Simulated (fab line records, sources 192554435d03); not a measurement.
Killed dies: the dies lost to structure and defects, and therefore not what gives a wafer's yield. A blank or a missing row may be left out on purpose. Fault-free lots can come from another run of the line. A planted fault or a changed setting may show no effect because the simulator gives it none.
Struck lot and sound lot, side by side | flow n5 finfet | 37 out of 1938 route steps
Sound: these wafers, L617.3, L617.5, L617.6. Struck: wafers L608.3, L608.4, L608.6. Last of all comes the cause.
Per side, at each step with rows, come the tool, then ch with its chambers, and then its first start. Under that, the readings that differ: sound wafers | struck wafers | difference of the means | sigmas: that difference in standard deviations of wafers without a fault.
alike: readings with means less than 2 such deviations apart, plus words and numbers identical on both sides. not compared: withheld readings, readings lacking a value on some wafer, bounds such as >300 that could conceal the same value, and numbers that have no deviation in the record and whose values overlap.
A row with sigmas, a row that says differs or no value, or rows on one side alone: a step with any of these is where the two part. Numbers that have no deviation but don't overlap get no sigmas and don't part them. A reading that every wafer of one side lacks parts them only if that side has two wafers or more.

first, 9 steps without rows for these wafers: N5_PASSIVATION_EXPOSE_07 (exposes mask TV, defocus 0 nm, target cd 3000 nm); N5_PASSIVATION_PEB_08; N5_PASSIVATION_DEVELOP_09 (develop time 60 s); N5_PASSIVATION_HARDBAKE_11 (time 120 s); N5_PASSIVATION_DESCUM_12 (chemistry O2, time 7.9 s); N5_PASSIVATION_PASS_ETCH_74 (etches SiNx in CF4/O2, target depth 220 nm, time 110 s); N5_PASSIVATION_VIA_ETCH_13 (etches SiO2 in CHF3/O2, target depth 660 nm, time 330 s); N5_PASSIVATION_STRIP_14 (strips in O2); N5_PASSIVATION_ETCH_15 (etches SiCN in CF4/N2, target depth 75 nm, time 81.2 s).
N5_PASSIVATION_STRIP_73: strips in post etch residue remover, time 60 s.
  sound on wet bench-06 ch 3,5,6, day 18 11:27; struck on wet bench-03 ch 1,2,6, day 16 08:10
then, 26 steps without rows for these wafers: N5_PASSIVATION_SRD_17 (time 30 s, dry time 30 s); N5_PASSIVATION_DEGAS_18 (time 60 s); N5_PASSIVATION_PRE_CLEAN_19; N5_PASSIVATION_SPUTTER_20 (material TaN, target thk 50 nm); N5_PASSIVATION_AL_DEP_21 (deposits Al, target thk 2800 nm, time 170 s); N5_PASSIVATION_HMDS_23 (time 60 s); N5_PASSIVATION_COAT_24; N5_PASSIVATION_EBR_26; N5_PASSIVATION_SOFTBAKE_25 (time 90 s); N5_PASSIVATION_EXPOSE_27 (exposes mask PAD, defocus 0 nm); N5_PASSIVATION_PEB_28; N5_PASSIVATION_DEVELOP_29 (develop time 60 s); N5_PASSIVATION_HARDBAKE_31 (time 120 s); N5_PASSIVATION_DESCUM_32 (chemistry O2, time 7.9 s); N5_PASSIVATION_AL_ETCH_33 (etches Al in Cl2/BCl3, stops on TaN, target depth 2800 nm, time 466.7 s); N5_PASSIVATION_ETCH_59 (etches TaN in Cl2/BCl3, target depth 65 nm, time 34.9 s); N5_PASSIVATION_STRIP_34 (strips in O2); N5_PASSIVATION_STRIP_51 (strips in post etch residue remover, time 1200 s); N5_PASSIVATION_CLEAN_69 (cleans in IPA, time 180 s); N5_PASSIVATION_SRD_70 (time 30 s); N5_PASSIVATION_PECVD_53 (deposits SiO2 from TEOS/O2, target thk 800 nm, time 169.4 s); N5_PASSIVATION_PECVD_35 (deposits SiNx from SiH4/NH3/N2, target thk 700 nm, time 151.3 s); N5_PASSIVATION_HMDS_37 (time 60 s); N5_PASSIVATION_COAT_38; N5_PASSIVATION_EBR_40; N5_PASSIVATION_SOFTBAKE_39 (time 120 s).
N5_PASSIVATION_PROBE_49:
  sound on prober-02 at day 18 17:52; struck on prober-01 at day 16 14:04
  reading                  | sound          | struck            | difference | sigmas
  defect limited yield (%) | 92.7 93.0 93.1 | 76.5 77.7 80.6    | -14.7      | -10
  killed at other          | 1 1 2          | 162 168 105       | +144       | +50
  killed dies              | 86 83 81       | 277 263 229       | +173       | +10
  killed on rim            | 12 8 14        | 38 19 33          | +19        | +5
  sort_bin_4_leakage (%)   | 0 0 0          | 76.02 77.37 80.42 | +77.94     |
  sort_bin_5_function (%)  | 4.5 4.4 3.4    | 14.0 12.7 10.8    | +8.4       | +9
  sort_bin_6_memory (%)    | 2.7 2.3 3.1    | 4.9 4.7 5.1       | +2.2       | +3
  sort n pass              | 1094 1097 1099 | 6 4 2             | -1093      | -64
  sort yield pct (%)       | 92.7 93.0 93.1 | 0.5 0.3 0.2       | -92.6      | -62
  alike: killed_at_M0_to_M3, killed_at_M4_up, killed at contacts, killed at front end, killed open, killed short

## WHERE THEY PART
Within this record, at N5_PASSIVATION_PROBE_49 only.

WHY: whatever the simulator had introduced
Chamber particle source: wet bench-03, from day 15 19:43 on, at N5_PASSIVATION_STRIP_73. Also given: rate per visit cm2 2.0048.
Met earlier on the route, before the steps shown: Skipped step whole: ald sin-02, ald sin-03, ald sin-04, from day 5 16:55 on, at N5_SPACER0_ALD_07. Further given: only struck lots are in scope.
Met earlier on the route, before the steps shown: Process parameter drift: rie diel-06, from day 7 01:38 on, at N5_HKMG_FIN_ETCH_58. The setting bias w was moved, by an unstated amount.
